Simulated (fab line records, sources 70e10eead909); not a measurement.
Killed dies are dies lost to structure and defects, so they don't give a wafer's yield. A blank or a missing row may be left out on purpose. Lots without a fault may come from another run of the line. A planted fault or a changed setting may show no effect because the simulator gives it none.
Chamber matching | flow nand_harc | NHARC_A_STAIRCASE_ETCHBACK_422 on rie_diel-11: 4 sister chambers
The step etches the open film in CH3F/O2, target depth 40 nm, time 74.286 s. 7 wafers are shown with their chamber, then 7 later ones without.

WAFERS WITH THEIR CHAMBER
wafer  | chamber | showerhead_plenum_p_Torr (Torr) | drypump_motor_current_A (A)
L079.4 | 1       | 2.39                            | 6.2
L079.5 | 3       | 2.48                            | 6.1
L083.1 | 2       | 2.40                            | 6.5
L083.5 | 2       | 2.40                            | 6.6
L083.6 | 3       | 2.47                            | 6.1
L090.1 | 0       | 2.28                            | 6.2
L090.2 | 1       | 2.37                            | 6.2

WAFERS WITHOUT THEIR CHAMBER
wafer  | showerhead_plenum_p_Torr (Torr) | drypump_motor_current_A (A)
L090.3 | 2.40                            | 6.6
L089.3 | 2.40                            | 6.6
L089.5 | 2.37                            | 6.2
L089.6 | 2.40                            | 6.6
L093.2 | 2.37                            | 6.2
L093.4 | 2.46                            | 6.1
L093.6 | 2.39                            | 6.6

WHICH CHAMBER EACH WENT THROUGH
wafer  | from the rows above | in truth
L090.3 | 2                   | 2
L089.3 | 2                   | 2
L089.5 | 1                   | 1
L089.6 | 2                   | 2
L093.2 | 1                   | 1
L093.4 | 3                   | 3
L093.6 | 2                   | 2
Placed correctly: 7 of 7. Can't be placed from these rows: 0. Placed wrongly: 0.
How it was worked out, from the rows above alone: a wafer's distance from a chamber is the root of the sum, over the readings, of the square of ((its reading less the chamber's mean) divided by the reading's scatter). The wafer belongs to the nearest chamber; if the next one is less than 2 further off, it can't be placed. A chamber's mean is the mean of its shown wafers. The scatter: the root of (the sum of the squares of (reading less its chamber's mean) over the shown wafers, divided by (wafers less chambers)).
